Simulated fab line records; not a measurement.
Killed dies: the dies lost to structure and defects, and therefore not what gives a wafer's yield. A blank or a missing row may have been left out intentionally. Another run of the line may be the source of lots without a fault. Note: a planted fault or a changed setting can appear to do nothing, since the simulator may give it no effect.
Chamber matching -- flow n5-finfet -- cmp-03 running N5_MOL_CONTACT_COAG_CMP_23: 4 sister chambers
The step polishes, stops on SiO2, t overpolish 1.5 s, target thk 0 nm. 22 wafers are shown with their chamber, then 11 later ones without.

WAFERS, EACH WITH ITS CHAMBER
wafer,chamber,motor-current-A (A),time-to-endpoint-s (s),edge-zone-pressure-frac
L075.2,2,8.0,14.5,0.995
L075.4,0,7.0,12.4,1.005
L075.5,2,8.5,9.9,1.000
L076.1,2,8.4,7.7,0.994
L076.3,0,7.2,7.6,1.003
L076.4,3,7.9,9.9,0.998
L079.1,1,9.0,9.7,0.993
L079.3,3,8.2,11.6,1.003
L079.5,1,9.0,7.1,1.002
L085.2,0,7.1,9.2,1.001
L085.3,1,8.7,7.4,0.993
L085.6,1,9.0,7.3,0.996
L086.2,3,8.2,8.0,0.990
L086.3,1,8.5,3.3,0.998
L086.4,2,8.8,8.4,1.000
L087.2,3,7.8,9.9,1.005
L087.4,0,7.0,10.5,0.993
L087.6,2,8.6,11.2,0.999
L089.1,3,8.4,9.6,1.012
L089.5,3,7.9,7.6,1.000
L089.6,0,7.3,10.1,0.996
L091.2,0,7.3,9.1,1.002

SIGNATURES (means of the wafers above)
reading,chamber 0,chamber 1,chamber 2,chamber 3,scatter within a chamber
motor-current-A,7.150,8.840,8.460,8.067,0.228
time-to-endpoint-s,9.817,6.960,10.340,9.433,2.02
edge-zone-pressure-frac,1.00000,0.99640,0.99760,1.00133,0.00509
Rule: a wafer's distance from a chamber is the root of the sum, over the readings, of the square of ((its reading less the chamber's mean) divided by the reading's scatter). If the next closest chamber is less than 2 further off than the closest, the wafer can't be placed; otherwise it belongs to the closest. How the scatter is found: for the shown wafers, subtract from each reading the mean of its chamber, square and add these, divide the total by (wafers less chambers), then take the root.

WAFERS WHOSE CHAMBER IS MISSING
wafer,motor-current-A (A),time-to-endpoint-s (s),edge-zone-pressure-frac
L091.3,8.7,7.7,1.010
L091.4,8.4,10.0,1.004
L092.1,8.4,11.4,1.002
L092.2,9.2,10.5,1.008
L092.5,8.4,10.7,1.006
L094.2,6.9,10.4,0.998
L094.5,8.9,8.4,1.002
L094.6,6.8,10.0,1.001
L096.1,9.0,4.6,1.006
L096.2,8.1,7.3,0.990
L096.3,8.7,9.3,1.010

EACH ONE'S CHAMBER
wafer,from the rows above,in truth
L091.3,can't be placed: 1 or 2 or 3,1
L091.4,can't be placed: 2 or 3 or 1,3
L092.1,can't be placed: 2 or 3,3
L092.2,can't be placed: 1 or 2 or 3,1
L092.5,can't be placed: 2 or 3 or 1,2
L094.2,0,0
L094.5,can't be placed: 1 or 2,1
L094.6,0,0
L096.1,can't be placed: 1 or 2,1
L096.2,can't be placed: 3 or 2 or 1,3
L096.3,can't be placed: 2 or 1 or 3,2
Correctly placed: 2 of 11. Can't be placed from these rows: 9 (the true chamber is among the candidates in 9). Placed wrongly: 0.
